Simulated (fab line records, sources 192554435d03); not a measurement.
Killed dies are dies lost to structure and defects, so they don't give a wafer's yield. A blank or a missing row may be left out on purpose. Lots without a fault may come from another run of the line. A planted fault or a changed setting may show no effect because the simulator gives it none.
Split-lot experiment | flow n5_finfet | 7 lots, 21 wafers read, on a route of 1938 steps

THE SPLIT
At N5_BEOL_M15_SPUTTER_44 (material Ta, target thk 15 nm, time 24.19 s), the setting power_w was moved away from the recipe's 15000 W on 5 of the 21 wafers read, by -17.5% to +17.8%. The other wafers ran this setting at the recipe's value.

The reading is taken at the split's own step.

THE READING
Ta_of_BEOL_M15_SPUTTER_44.thk_nm (the simulator's own value, which no gauge read), in nm, at N5_BEOL_M15_SPUTTER_44 (material Ta, target thk 15 nm, time 24.19 s). The file gives no usual value for it. The 16 wafers here that ran the recipe average 15.1 nm, standard deviation 0.22 nm.

wafer  | tool, chamber at the split | power_w as run, W | against the recipe | Ta_of_BEOL_M15_SPUTTER_44.thk_nm, nm | against lot-mates on the recipe
L075.1 | pvd_sputter-02, -          | 15000             | recipe             | 15                                   | -
L075.3 | pvd_sputter-02, -          | 15000             | recipe             | 14.8                                 | -
L075.6 | pvd_sputter-02, -          | 15000             | recipe             | 15.4                                 | -
L078.2 | pvd_sputter-02, -          | 15000             | recipe             | 15.2                                 | -
L078.3 | pvd_sputter-02, -          | 15000             | recipe             | 14.8                                 | -
L078.6 | pvd_sputter-02, -          | 17520             | +16.8%             | 17.8                                 | +2.8
L081.4 | pvd_sputter-03, -          | 15000             | recipe             | 15                                   | -
L081.5 | pvd_sputter-03, -          | 15000             | recipe             | 15                                   | -
L081.6 | pvd_sputter-03, -          | 16990             | +13.3%             | 17.2                                 | +2.2
L080.3 | pvd_sputter-02, -          | 12370             | -17.5%             | 13                                   | -2.0
L080.5 | pvd_sputter-02, -          | 15000             | recipe             | 15                                   | -
L080.6 | pvd_sputter-02, -          | 12370             | -17.5%             | 12.6                                 | -2.4
L082.2 | pvd_sputter-02, -          | 17670             | +17.8%             | 17.8                                 | +2.4
L082.3 | pvd_sputter-02, -          | 15000             | recipe             | 15.4                                 | -
L082.6 | pvd_sputter-02, -          | 15000             | recipe             | 15.4                                 | -
L084.1 | pvd_sputter-02, -          | 15000             | recipe             | 15.4                                 | -
L084.3 | pvd_sputter-02, -          | 15000             | recipe             | 15.4                                 | -
L084.4 | pvd_sputter-02, -          | 15000             | recipe             | 15                                   | -
L091.2 | pvd_sputter-03, -          | 15000             | recipe             | 15                                   | -
L091.5 | pvd_sputter-03, -          | 15000             | recipe             | 15.2                                 | -
L091.6 | pvd_sputter-03, -          | 15000             | recipe             | 14.8                                 | -

THE FIT
A straight line over all 21 wafers: Ta_of_BEOL_M15_SPUTTER_44.thk_nm changes by +0.145 nm for each +1% of power_w; r = +0.98; the points scatter about the line by 0.23 nm.
The same after taking each lot's own level away (the mean of its wafers on the recipe; 21 wafers): +0.141 nm for each +1%; r = +0.98; scatter 0.22 nm.
On that fit, the largest move of power_w shifts the reading by 2.5 nm.
The lots' own levels span 15.00 to 15.40 nm, that is 1.8 times the standard deviation above.
So the lot-to-lot level changes the slope little: the two slopes agree.
Check: with one of the wafers moved furthest among these (+17.8%) left out of the fit, the line predicts +2.62 nm for it against its lot-mates. It came out at +2.4 nm against them.

OTHER SPLITS ON THESE WAFERS
These wafers also went through other splits before the reading. Each is held against what the fit with the lots' levels taken away leaves over:
other split on the same wafers | wafers away from the commonest value | r with Ta_of_BEOL_M15_SPUTTER_44.thk_nm (lot level and that fit taken away)
N5_BEOL_M13_DESCUM_33 time_s   | 8                                    | -0.18
N5_BEOL_M14_COAT_65 spin_rpm   | 8                                    | -0.14
N5_BEOL_M14_EXPOSE_25 dose_mj  | 7                                    | -0.06
N5_BEOL_M15_SPUTTER_43 power_w | 8                                    | -0.20

THE FILE'S OWN FIT
Ta_of_BEOL_M15_SPUTTER_44.thk_nm changes by +0.146 nm for each +1% of power_w, r = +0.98.
